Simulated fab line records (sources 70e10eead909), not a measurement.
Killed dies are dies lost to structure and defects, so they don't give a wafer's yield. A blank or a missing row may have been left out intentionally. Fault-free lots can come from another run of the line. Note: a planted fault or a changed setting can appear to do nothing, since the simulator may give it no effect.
Chamber matching :: flow nandHarc :: rieSi-03 running NHARC_P_STI_ETCH_15: 4 sister chambers
The step etches the open film in HBr/Cl2, target depth 300 nm, time 100.1 s. 14 wafers are shown with their chamber, then 7 later ones without.

## WAFERS, EACH WITH ITS CHAMBER
wafer: L719.1
chamber: 0
throttleValvePct (%): 26.400
oesProductAu (a.u.): 1.003

wafer: L719.3
chamber: 3
throttleValvePct (%): 26.398
oesProductAu (a.u.): 0.999

wafer: L719.4
chamber: 1
throttleValvePct (%): 26.410
oesProductAu (a.u.): 1.006

wafer: L721.2
chamber: 0
throttleValvePct (%): 26.417
oesProductAu (a.u.): 0.994

wafer: L721.5
chamber: 1
throttleValvePct (%): 26.407
oesProductAu (a.u.): 1.001

wafer: L721.6
chamber: 2
throttleValvePct (%): 26.395
oesProductAu (a.u.): 1.009

wafer: L723.1
chamber: 0
throttleValvePct (%): 26.414
oesProductAu (a.u.): 1.001

wafer: L723.3
chamber: 1
throttleValvePct (%): 26.409
oesProductAu (a.u.): 1.003

wafer: L723.6
chamber: 1
throttleValvePct (%): 26.385
oesProductAu (a.u.): 1.016

wafer: L731.2
chamber: 1
throttleValvePct (%): 26.414
oesProductAu (a.u.): 1.010

wafer: L731.4
chamber: 2
throttleValvePct (%): 26.393
oesProductAu (a.u.): 0.994

wafer: L731.6
chamber: 3
throttleValvePct (%): 26.409
oesProductAu (a.u.): 0.995

wafer: L736.3
chamber: 2
throttleValvePct (%): 26.389
oesProductAu (a.u.): 0.983

wafer: L736.5
chamber: 0
throttleValvePct (%): 26.416
oesProductAu (a.u.): 0.981

SIGNATURES (averages over the wafers above)
reading: throttleValvePct
chamber 0: 26.41175
chamber 1: 26.40500
chamber 2: 26.39233
chamber 3: 26.40350
scatter within a chamber: 0.00891

reading: oesProductAu
chamber 0: 0.99475
chamber 1: 1.00720
chamber 2: 0.99533
chamber 3: 0.99700
scatter within a chamber: 0.00888
Rule: for each reading, subtract the chamber's mean from the wafer's reading, divide by that reading's scatter and square the result; add these up over the readings and take the root, which gives the wafer's distance from the chamber. The wafer belongs to the nearest chamber; if the next one is less than 2 further off, it can't be placed. The scatter: take each reading less its chamber's mean, square it, sum over the shown wafers, divide by the number of wafers less the number of chambers, and take the root.

## WAFERS WHOSE CHAMBER IS MISSING
wafer: L736.6
throttleValvePct (%): 26.403
oesProductAu (a.u.): 1.006

wafer: L737.1
throttleValvePct (%): 26.398
oesProductAu (a.u.): 1.021

wafer: L737.2
throttleValvePct (%): 26.423
oesProductAu (a.u.): 0.999

wafer: L737.6
throttleValvePct (%): 26.402
oesProductAu (a.u.): 1.022

wafer: L739.3
throttleValvePct (%): 26.410
oesProductAu (a.u.): 1.010

wafer: L739.4
throttleValvePct (%): 26.403
oesProductAu (a.u.): 0.991

wafer: L739.6
throttleValvePct (%): 26.392
oesProductAu (a.u.): 0.996

## EACH ONE'S CHAMBER
wafer: L736.6
from the rows above: can't be placed: 1 or 3 or 0 or 2
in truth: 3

wafer: L737.1
from the rows above: can't be placed: 1 or 3 or 2 or 0
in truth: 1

wafer: L737.2
from the rows above: can't be placed: 0 or 3 or 1
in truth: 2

wafer: L737.6
from the rows above: can't be placed: 1 or 3 or 2 or 0
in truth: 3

wafer: L739.3
from the rows above: can't be placed: 1 or 3 or 0 or 2
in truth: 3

wafer: L739.4
from the rows above: can't be placed: 3 or 0 or 2 or 1
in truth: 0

wafer: L739.6
from the rows above: can't be placed: 2 or 3 or 1
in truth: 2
Correct placement for 0 of the 7. Cannot be placed on the basis of these rows: 7; the candidates contain the true chamber in 6. 0 placed wrongly.
